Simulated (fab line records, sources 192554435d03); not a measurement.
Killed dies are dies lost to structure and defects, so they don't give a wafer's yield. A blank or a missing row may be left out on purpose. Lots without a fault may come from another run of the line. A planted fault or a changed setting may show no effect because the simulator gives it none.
Which tool did it? | flow n5_finfet | 9 lots, 27 wafers sampled, at 2 steps of a route of 1938

WHAT THE GAUGES READ, wafer by wafer
N5_SD_EPI_N_EPI_MEAS_23.
lot  | measured    | on            | thk_nm (nm)
L846 | day 3 08:31 | film_metro-02 | 58.8 59.2 57.0
L847 | day 3 11:30 | film_metro-01 | 58.9 58.1 59.4
L848 | day 3 16:23 | film_metro-01 | 59.0 59.5 59.2
L849 | day 3 23:14 | film_metro-02 | 58.4 59.9 57.9
L850 | day 4 05:17 | film_metro-02 | 59.1 56.9 59.0
L853 | day 4 23:01 | film_metro-02 | 60.9 59.8 59.9
L856 | day 5 16:20 | film_metro-02 | 58.3 60.7 59.4
L858 | day 6 06:51 | film_metro-02 | 57.3 59.7 59.8
L861 | day 6 23:08 | film_metro-01 | 59.4 59.4 59.7

WHICH TOOL RAN EACH LOT (tool, then ch and the chambers of the sampled wafers, then the start)
lot  | N5_SD_EPI_N_ETCH_45
L846 | rie_diel-04 ch 1,2,3, day 3 04:53
L847 | rie_diel-01 ch 0,2,3, day 3 06:46
L848 | rie_diel-02 ch 0,3, day 3 12:46
L849 | rie_diel-04 ch 1,3, day 3 19:37
L850 | rie_diel-04 ch 0,1,3, day 4 01:40
L853 | rie_diel-01 ch 0,2,3, day 4 19:24
L856 | rie_diel-01 ch 0,1,2, day 5 12:43
L858 | rie_diel-02 ch 1,3, day 6 02:14
L861 | rie_diel-04 ch 0,1,3, day 6 18:31
- N5_SD_EPI_N_ETCH_45: etches SiOCN in CH3F/O2, target depth 6 nm.

THE ANSWER, worked out from the rows above alone
Rule: what is usual is taken from the lots themselves. Put in order of their means at a reading, lots are off if they are a third of the lots or fewer, leave a main group of 4 or more, and stand apart from it by a gap of 3 or more times the standard deviation of the main group's means; of several such gaps the widest counts. A main group whose means are all the same, to the digits that the tables above print for the reading, isn't used. A lot without any number at a reading at which 4 lots or more have one is off too. The other lots that the step has rows for count as sound.
No lot is off at any reading shown: from this, nothing can be told.

WHAT THE SIMULATOR HAD PUT IN
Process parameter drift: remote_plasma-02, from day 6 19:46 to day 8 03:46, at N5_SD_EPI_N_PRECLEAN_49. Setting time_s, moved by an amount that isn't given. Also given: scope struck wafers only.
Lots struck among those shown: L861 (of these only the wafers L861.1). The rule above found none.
